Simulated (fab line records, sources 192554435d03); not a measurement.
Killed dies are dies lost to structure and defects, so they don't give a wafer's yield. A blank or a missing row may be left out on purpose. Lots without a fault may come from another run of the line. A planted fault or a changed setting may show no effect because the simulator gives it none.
Chamber matching | flow n5_finfet | N5_HKMG_FIN_ALD_21 on ald_metal-01: 4 sister chambers
The step deposits TiN, target thk 1.5 nm, pulse time 1 s, purge time 3 s. 14 wafers are shown with their chamber, then 7 later ones without.

WAFERS WITH THEIR CHAMBER
wafer  | chamber | heater_power_outer_w (W) | heater_power_w (W) | precursor_pulse_height_rel
L074.2 | 0       | 527                      | 858                | 0.979
L074.3 | 3       | 589                      | 952                | 0.977
L074.4 | 2       | 440                      | 762                | 1.004
L080.2 | 1       | 475                      | 805                | 1.022
L080.4 | 0       | 544                      | 859                | 1.001
L080.6 | 1       | 481                      | 760                | 1.000
L084.2 | 3       | 575                      | 978                | 1.014
L084.4 | 0       | 544                      | 839                | 1.018
L084.5 | 1       | 475                      | 757                | 1.021
L088.3 | 1       | 467                      | 758                | 0.972
L088.5 | 1       | 474                      | 753                | 0.991
L088.6 | 2       | 446                      | 760                | 1.030
L089.1 | 2       | 429                      | 755                | 0.999
L089.3 | 3       | 597                      | 967                | 0.995

SIGNATURES (means of the wafers above)
reading                    | chamber 0 | chamber 1 | chamber 2 | chamber 3 | scatter within a chamber
heater_power_outer_w       | 538.33    | 474.40    | 438.33    | 587.00    | 8.3
heater_power_w             | 852.00    | 766.60    | 759.00    | 965.67    | 15.8
precursor_pulse_height_rel | 0.99933   | 1.00120   | 1.01100   | 0.99533   | 0.0195
Rule: a wafer's distance from a chamber is the root of the sum, over the readings, of the square of ((its reading less the chamber's mean) divided by the reading's scatter). The wafer belongs to the nearest chamber; if the next one is less than 2 further off, it can't be placed. The scatter: the root of (the sum of the squares of (reading less its chamber's mean) over the shown wafers, divided by (wafers less chambers)).

WAFERS WITHOUT THEIR CHAMBER
wafer  | heater_power_outer_w (W) | heater_power_w (W) | precursor_pulse_height_rel
L089.4 | 467                      | 774                | 1.001
L091.3 | 479                      | 769                | 1.005
L091.4 | 588                      | 973                | 0.993
L091.5 | 591                      | 978                | 1.008
L096.1 | 468                      | 775                | 0.983
L096.2 | 585                      | 979                | 0.973
L096.4 | 440                      | 774                | 1.023

WHICH CHAMBER EACH WENT THROUGH
wafer  | from the rows above | in truth
L089.4 | 1                   | 1
L091.3 | 1                   | 1
L091.4 | 3                   | 3
L091.5 | 3                   | 3
L096.1 | 1                   | 1
L096.2 | 3                   | 3
L096.4 | 2                   | 2
Placed correctly: 7 of 7. Can't be placed from these rows: 0. Placed wrongly: 0.
